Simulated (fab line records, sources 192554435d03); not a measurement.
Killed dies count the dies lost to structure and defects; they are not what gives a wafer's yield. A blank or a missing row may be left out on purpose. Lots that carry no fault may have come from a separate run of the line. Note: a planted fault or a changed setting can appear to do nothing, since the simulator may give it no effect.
Split-lot study    flow n5Finfet    route with 1938 steps; 7 lots, 39 wafers read

## THE SPLIT ITSELF
At N5_MOL_CONTACT_COAG_ALD_133 (deposits SiO2, target thk 5 nm, pulse time 1 s, co reactant pulse time 1 s), the setting aldCycles was moved away from the recipe's 35 on 9 of the 39 wafers read, by +40.0% to +54.3%. The other wafers ran this setting at the recipe's value.

The split's own step is where the reading is taken.

## THE READING
SiO2_of_MOL_CONTACT_COAG_ALD_133.thkNm (the simulator's own value, which no gauge read), in nm, at N5_MOL_CONTACT_COAG_ALD_133 (deposits SiO2, target thk 5 nm, pulse time 1 s, co reactant pulse time 1 s). There is no usual value for it anywhere in the file.

wafer   tool, chamber at the split  aldCycles as run  against the recipe  SiO2_of_MOL_CONTACT_COAG_ALD_133.thkNm, nm  against lot-mates on the recipe
L077.1  aldSin-03, 0,3,1,2,3,0      35                recipe              5                                           -
L077.2  aldSin-03, 0,3,1,2,3,0      35                recipe              5                                           -
L077.3  aldSin-03, 0,3,1,2,3,0      35                recipe              5                                           -
L077.4  aldSin-03, 0,3,1,2,3,0      35                recipe              5                                           -
L077.5  aldSin-03, 0,3,1,2,3,0      35                recipe              5                                           -
L077.6  aldSin-03, 0,3,1,2,3,0      35                recipe              5                                           -
L082.1  aldSin-03, 0,1,2,3,1,0      35                recipe              5                                           -
L082.2  aldSin-03, 0,1,2,3,1,0      35                recipe              5                                           -
L082.3  aldSin-03, 0,1,2,3,1,0      35                recipe              5                                           -
L082.4  aldSin-03, 0,1,2,3,1,0      35                recipe              5                                           -
L082.5  aldSin-03, 0,1,2,3,1,0      35                recipe              5                                           -
L082.6  aldSin-03, 0,1,2,3,1,0      35                recipe              5                                           -
L083.1  aldSin-02, 1,2,3            53                +51.4%              7.6                                         +2.6
L083.3  aldSin-02, 1,2,3            53                +51.4%              7.6                                         +2.6
L083.4  aldSin-02, 1,2,3            53                +51.4%              7.6                                         +2.6
L083.2  aldSin-02, 0,2,1            35                recipe              5                                           -
L083.5  aldSin-02, 0,2,1            35                recipe              5                                           -
L083.6  aldSin-02, 0,2,1            35                recipe              5                                           -
L087.1  aldSin-02, 0,1,3,2,2,3      35                recipe              5                                           -
L087.2  aldSin-02, 0,1,3,2,2,3      35                recipe              5                                           -
L087.3  aldSin-02, 0,1,3,2,2,3      35                recipe              5                                           -
L087.4  aldSin-02, 0,1,3,2,2,3      35                recipe              5                                           -
L087.5  aldSin-02, 0,1,3,2,2,3      35                recipe              5                                           -
L087.6  aldSin-02, 0,1,3,2,2,3      35                recipe              5                                           -
L088.1  aldSin-01, 1,0,0            35                recipe              5                                           -
L088.3  aldSin-01, 1,0,0            35                recipe              5                                           -
L088.5  aldSin-01, 1,0,0            35                recipe              5                                           -
L088.2  aldSin-01, 2,2,1            54                +54.3%              7.8                                         +2.8
L088.4  aldSin-01, 2,2,1            54                +54.3%              7.8                                         +2.8
L088.6  aldSin-01, 2,2,1            54                +54.3%              7.8                                         +2.8
L094.1  aldSin-02, 3,1,1            35                recipe              5                                           -
L094.4  aldSin-02, 3,1,1            35                recipe              5                                           -
L094.5  aldSin-02, 3,1,1            35                recipe              5                                           -
L096.1  aldSin-03, 0,2,0            49                +40.0%              7                                           +2.0
L096.2  aldSin-03, 0,2,0            49                +40.0%              7                                           +2.0
L096.4  aldSin-03, 0,2,0            49                +40.0%              7                                           +2.0
L096.3  aldSin-03, 1,2,1            35                recipe              5                                           -
L096.5  aldSin-03, 1,2,1            35                recipe              5                                           -
L096.6  aldSin-03, 1,2,1            35                recipe              5                                           -
Rows listing several chambers each stand for several wafers; the file does not say which wafer went through which chamber.

THE FIT
A straight line over all 39 wafers: SiO2_of_MOL_CONTACT_COAG_ALD_133.thkNm changes by +0.0509 nm for each +1% of aldCycles; r = +1.00; the points scatter about the line by 0.015 nm.
The same after taking each lot's own level away (the mean of its wafers on the recipe; 39 wafers): +0.0509 nm for each +1%; r = +1.00; scatter 0.015 nm.
According to that fit, moving aldCycles by its largest amount changes the reading by 2.8 nm.
The lots' own levels span 5.00 to 5.00 nm.
The two slopes agree, so the slope changes little with the lot-to-lot level.
Check: for one of the wafers moved furthest among these (+54.3%), held out of the fit, the line's prediction against its lot-mates is +2.75 nm. It came out at +2.8 nm against them.

## THESE WAFERS: OTHER SPLITS
These wafers also went through other splits before the reading. Each is held against what the fit with the lots' levels taken away leaves over:
other split on the same wafers         wafers away from the commonest value  r with SiO2_of_MOL_CONTACT_COAG_ALD_133.thkNm (lot level and that fit taken away)
N5_ZERO_LAYER_DEVELOP_10 developTimeS  18                                    +0.21
N5_FIN_SAQP_HM_DEP_72 timeS            12                                    -0.13
N5_SPACER0_ALD_00 aldCycles            12                                    +0.02
N5_HKMG_FIN_ETCH_55 timeS              12                                    -0.27

## FILE'S OWN FIT
SiO2_of_MOL_CONTACT_COAG_ALD_133.thkNm changes by +0.0509 nm for each +1% of aldCycles, r = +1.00.
